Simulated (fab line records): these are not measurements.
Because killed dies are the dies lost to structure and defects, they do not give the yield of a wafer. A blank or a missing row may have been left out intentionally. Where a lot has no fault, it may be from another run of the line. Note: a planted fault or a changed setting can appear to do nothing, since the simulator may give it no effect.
What tool caused it? + flow n5_finfet + 10 lots with 27 wafers sampled at 6 steps, on a route of 1938 steps

WHAT THE GAUGES SHOWED, per wafer
N5_BEOL_M4_RC_MEAS_101. Usual: DIBL_N 36.0 mV/V, standard deviation 1.8; DIBL_P 36.3 mV/V, standard deviation 2.4; IOFF_N 0.16 nA/um, standard deviation 0.035; IOFF_P 0.21 nA/um, standard deviation 0.036; ION_N 673 uA/um, standard deviation 13; ION_P 461 uA/um, standard deviation 7.2; SS_N 71.4 mV/dec, standard deviation 0.6; SS_P 73.2 mV/dec, standard deviation 0.7; VT_N 250 mV, standard deviation 4; VT_P -250.9 mV, standard deviation 2.9.
| lot  | measured     | on        | DIBL_N (mV/V)  | DIBL_P (mV/V)  | IOFF_N (nA/um) | IOFF_P (nA/um) | ION_N (uA/um) | ION_P (uA/um) | SS_N (mV/dec)  | SS_P (mV/dec)  | VT_N (mV)   | VT_P (mV)            | flag |
|------|--------------|-----------|----------------|----------------|----------------|----------------|---------------|---------------|----------------|----------------|-------------|----------------------|------|
| L923 | day 7 15:56  | prober-01 | 40.9 39.8 36.5 | 41.0 39.5 35.0 | 0.27 0.23 0.16 | 0.32 0.29 0.23 | 695 695 669   | 472 474 465   | 72.0 72.1 71.2 | 74.4 74.1 72.4 | 240 245 252 | -242.9 -243.5 -247.3 |      |
| L924 | day 8 20:15  | prober-02 | 36.7 34.7 39.2 | 38.2 33.9 41.4 | 0.19 0.14 0.25 | 0.25 0.17 0.32 | 675 666 693   | 465 457 473   | 72.5 72.2 72.8 | 73.7 72.5 74.6 | 248 250 242 | -248.4 -252.9 -245.7 |      |
| L929 | day 9 23:12  | prober-01 | 35.3 32.9      | 37.0 34.1      | 0.15 0.11      | 0.20 0.16      | 675 668       | 464 465       | 71.0 71.0      | 73.5 72.7      | 249 255     | -252.4 -253.0        |      |
| L932 | day 11 02:52 | prober-01 | 36.3 39.2      | 36.1 39.5      | 0.17 0.24      | 0.20 0.26      | 683 691       | 464 459       | 71.6 72.2      | 73.7 74.0      | 247 244     | -252.8 -249.3        |      |
| L933 | day 11 04:00 | prober-02 | 39.6 34.5      | 41.2 34.6      | 0.25 0.15      | 0.28 0.18      | 696 671       | 471 456       | 72.2 70.8      | 74.6 72.5      | 244 248     | -248.5 -252.5        |      |
| L935 | day 11 08:05 | prober-01 | 35.0 38.4 38.7 | 33.1 38.1 39.4 | 0.12 0.20 0.20 | 0.16 0.23 0.25 | 660 671 673   | 450 455 459   | 70.9 72.2 71.8 | 73.1 73.1 74.1 | 254 248 248 | -254.4 -248.3 -248.3 |      |
| L936 | day 11 10:07 | prober-01 | 35.5 33.3 35.3 | 34.8 33.1 34.6 | 0.15 0.12 0.15 | 0.20 0.18 0.19 | 685 669 677   | 470 456 462   | 71.1 70.8 70.9 | 72.8 72.4 72.5 | 250 252 251 | -249.7 -249.3 -251.7 |      |
| L944 | day 14 04:22 | prober-01 | 36.3 36.6 35.2 | 34.9 36.3 33.6 | 0.15 0.15 0.13 | 0.20 0.22 0.17 | 679 671 661   | 465 459 450   | 71.5 70.9 71.0 | 73.1 73.6 71.9 | 246 249 250 | -251.2 -251.9 -253.3 |      |
| L945 | day 14 07:43 | prober-02 | 37.5 37.7 36.6 | 39.3 39.7 38.0 | 0.18 0.18 0.16 | 0.24 0.25 0.23 | 691 680 685   | 475 471 474   | 71.0 72.0 71.1 | 73.8 74.1 73.4 | 246 247 246 | -246.5 -247.2 -248.1 |      |
| L946 | day 14 06:26 | prober-01 | 37.2 37.9 39.3 | 37.1 36.6 38.0 | 0.16 0.16 0.20 | 0.21 0.21 0.25 | 673 681 687   | 457 461 464   | 71.4 72.1 72.2 | 73.4 74.0 73.7 | 250 250 247 | -252.4 -252.9 -246.7 |      |

TOOL THAT RAN EACH LOT (tool first, then ch and the chambers of the sampled wafers, then the start)
| lot  | N5_BEOL_M2_PECVD_72            | N5_BEOL_M2_SPUTTER_86        | N5_BEOL_M2_ANNEAL_91         | N5_BEOL_M2_ANNEAL_95         | N5_BEOL_M2_CMP_52             |
|------|--------------------------------|------------------------------|------------------------------|------------------------------|-------------------------------|
| L923 | pecvd-03 ch 0,2, day 6 11:16   | pvd_sputter-02, day 6 16:22  | pvd_sputter-02, day 6 16:53  | pvd_sputter-02, day 6 17:20  | cmp-01 ch 0,1,2, day 6 17:58  |
| L924 | pecvd-04 ch 0,1,2, day 6 22:03 | pvd_sputter-02, day 7 04:19  | pvd_sputter-02, day 7 04:50  | pvd_sputter-02, day 7 05:17  | cmp-02 ch 0,1, day 7 05:56    |
| L929 | pecvd-04 ch 1, day 7 20:09     | pvd_sputter-03, day 8 19:52  | pvd_sputter-03, day 8 20:23  | pvd_sputter-03, day 8 20:49  | cmp-01 ch 0,1, day 8 21:29    |
| L932 | pecvd-04 ch 0,2, day 9 02:49   | pvd_sputter-01, day 9 16:20  | pvd_sputter-01, day 9 16:52  | pvd_sputter-01, day 9 17:18  | cmp-03 ch 1,3, day 9 18:03    |
| L933 | pecvd-04 ch 0, day 9 04:49     | pvd_sputter-03, day 9 17:12  | pvd_sputter-03, day 9 17:43  | pvd_sputter-03, day 9 18:10  | cmp-02 ch 2,3, day 9 18:52    |
| L935 | pecvd-02 ch 1,2, day 9 16:44   | pvd_sputter-01, day 10 01:38 | pvd_sputter-01, day 10 02:10 | pvd_sputter-01, day 10 02:36 | cmp-01 ch 0,1,2, day 10 03:40 |
| L936 | pecvd-02 ch 0,1, day 9 23:14   | pvd_sputter-01, day 10 05:19 | pvd_sputter-01, day 10 05:50 | pvd_sputter-01, day 10 06:16 | cmp-03 ch 1,3, day 10 06:54   |
| L944 | pecvd-04 ch 1,2, day 12 03:14  | pvd_sputter-03, day 12 13:26 | pvd_sputter-03, day 12 13:58 | pvd_sputter-03, day 12 14:24 | cmp-02 ch 0,2, day 12 15:02   |
| L945 | pecvd-04 ch 0,1, day 12 07:51  | pvd_sputter-03, day 12 15:17 | pvd_sputter-03, day 12 15:48 | pvd_sputter-03, day 12 16:14 | cmp-02 ch 0,2, day 12 16:53   |
| L946 | pecvd-04 ch 0,2, day 12 08:07  | pvd_sputter-03, day 12 17:31 | pvd_sputter-03, day 12 18:02 | pvd_sputter-03, day 12 18:29 | cmp-01 ch 0,1,2, day 12 19:09 |
- N5_BEOL_M2_PECVD_72: deposits SiO2 from TEOS/O2, target thk 16 nm, time 18 s.
- N5_BEOL_M2_SPUTTER_86: material Cu, target thk 4.5 nm, time 8.29 s.
- N5_BEOL_M2_ANNEAL_91: time 240 s.
- N5_BEOL_M2_ANNEAL_95: time 240 s.
- N5_BEOL_M2_CMP_52: polishes, stops on SiOC, t overpolish 6.8 s, target thk 40 nm.

WHAT THE TOOLS THEMSELVES READ (means of the sampled wafers that have a number; where no wafer has one, the mark that the record gives instead)
N5_BEOL_M2_PECVD_72. Usual: heater_power_w 789 W, standard deviation 120; showerhead_plenum_p_Torr 8.79 Torr, standard deviation 0.066; throttle_valve_pct 22.9 %, standard deviation 1.2.
| lot  | tool     | heater_power_w (W) | showerhead_plenum_p_Torr (Torr) | throttle_valve_pct (%) | flag |
|------|----------|--------------------|---------------------------------|------------------------|------|
| L923 | pecvd-03 | 671                | 8.75                            | 22.2                   |      |
| L924 | pecvd-04 | 872                | 8.79                            | 23.6                   |      |
| L929 | pecvd-04 | 958                | 8.82                            | 24.9                   |      |
| L932 | pecvd-04 | 837                | 8.77                            | 22.9                   |      |
| L933 | pecvd-04 | 826                | 8.80                            | 23.2                   |      |
| L935 | pecvd-02 | 676                | 8.84                            | 22.2                   |      |
| L936 | pecvd-02 | 686                | 8.82                            | 22.2                   |      |
| L944 | pecvd-04 | 829                | 8.77                            | 22.6                   |      |
| L945 | pecvd-04 | 930                | 8.82                            | 24.5                   |      |
| L946 | pecvd-04 | 867                | 8.78                            | 22.8                   |      |

N5_BEOL_M2_SPUTTER_86. Usual: chamber_pressure_pa 0.06999 Pa, standard deviation 0.00014; throttle_valve_pct 30.2 %, standard deviation 0.93.
| lot  | tool           | chamber_pressure_pa (Pa) | throttle_valve_pct (%) | flag |
|------|----------------|--------------------------|------------------------|------|
| L923 | pvd_sputter-02 | 0.06989                  | 29.0                   |      |
| L924 | pvd_sputter-02 | 0.06995                  | 30.6                   |      |
| L929 | pvd_sputter-03 | 0.07011                  | 30.5                   |      |
| L932 | pvd_sputter-01 | 0.07001                  | 31.9                   |      |
| L933 | pvd_sputter-03 | 0.06976                  | 30.5                   |      |
| L935 | pvd_sputter-01 | 0.07001                  | 30.5                   |      |
| L936 | pvd_sputter-01 | 0.06988                  | 29.8                   |      |
| L944 | pvd_sputter-03 | 0.06998                  | 30.6                   |      |
| L945 | pvd_sputter-03 | 0.06990                  | 30.2                   |      |
| L946 | pvd_sputter-03 | 0.06998                  | 30.4                   |      |

N5_BEOL_M2_ANNEAL_91. Usual: heater_power_w at 848 W, with a standard deviation of 70.
| lot  | tool           | heater_power_w (W) | flag |
|------|----------------|--------------------|------|
| L923 | pvd_sputter-02 | 909                |      |
| L924 | pvd_sputter-02 | 857                |      |
| L929 | pvd_sputter-03 | 892                |      |
| L932 | pvd_sputter-01 | 894                |      |
| L933 | pvd_sputter-03 | 880                |      |
| L935 | pvd_sputter-01 | 858                |      |
| L936 | pvd_sputter-01 | 830                |      |
| L944 | pvd_sputter-03 | 882                |      |
| L945 | pvd_sputter-03 | 873                |      |
| L946 | pvd_sputter-03 | 861                |      |

N5_BEOL_M2_ANNEAL_95. Usual: heater_power_w at 848 W, with a standard deviation of 68.
| lot  | tool           | heater_power_w (W) | flag |
|------|----------------|--------------------|------|
| L923 | pvd_sputter-02 | 913                |      |
| L924 | pvd_sputter-02 | 863                |      |
| L929 | pvd_sputter-03 | 872                |      |
| L932 | pvd_sputter-01 | 894                |      |
| L933 | pvd_sputter-03 | 889                |      |
| L935 | pvd_sputter-01 | 852                |      |
| L936 | pvd_sputter-01 | 826                |      |
| L944 | pvd_sputter-03 | 883                |      |
| L945 | pvd_sputter-03 | 880                |      |
| L946 | pvd_sputter-03 | 864                |      |

N5_BEOL_M2_CMP_52. Usual: barrier_field_endpoint_s 24.5 s, standard deviation 0.72; motor_current_A 5.9 A, standard deviation 0.69.
| lot  | tool   | barrier_field_endpoint_s (s) | motor_current_A (A) | flag |
|------|--------|------------------------------|---------------------|------|
| L923 | cmp-01 | 25.2                         | 6.2                 |      |
| L924 | cmp-02 | 24.0                         | 5.4                 |      |
| L929 | cmp-01 | 19.1                         | 5.8                 | OFF  |
| L932 | cmp-03 | 18.3                         | 5.5                 | OFF  |
| L933 | cmp-02 | 18.9                         | 5.4                 | OFF  |
| L935 | cmp-01 | 24.1                         | 6.2                 |      |
| L936 | cmp-03 | 24.2                         | 5.5                 |      |
| L944 | cmp-02 | 25.2                         | 5.7                 |      |
| L945 | cmp-02 | 24.9                         | 5.8                 |      |
| L946 | cmp-01 | 23.8                         | 6.3                 |      |

THE ANSWER, worked out from the rows above alone
Rule: a lot is off if the mean of its wafers that have a number lies more than 3 standard deviations from the usual mean. Also off: a lot with no number at a reading for which 4 or more lots have one. The other lots that the step has rows for count as sound. The gauges are gone through in route order, then the tools' own readings, and for those a lot's mean is taken as printed above. The first step at which some lot is off is used, and at that step the reading that is off furthest; a lot without a number counts as furthest.
Off: L929, L932, L933 (N5_BEOL_M2_CMP_52, barrier_field_endpoint_s).
If a tool, at that step or one of the process steps before it, ran each lot that is off and ran no sound lot following the first of them, it fits. Of those tried, none fits.

WHAT WAS PUT IN BY THE SIMULATOR
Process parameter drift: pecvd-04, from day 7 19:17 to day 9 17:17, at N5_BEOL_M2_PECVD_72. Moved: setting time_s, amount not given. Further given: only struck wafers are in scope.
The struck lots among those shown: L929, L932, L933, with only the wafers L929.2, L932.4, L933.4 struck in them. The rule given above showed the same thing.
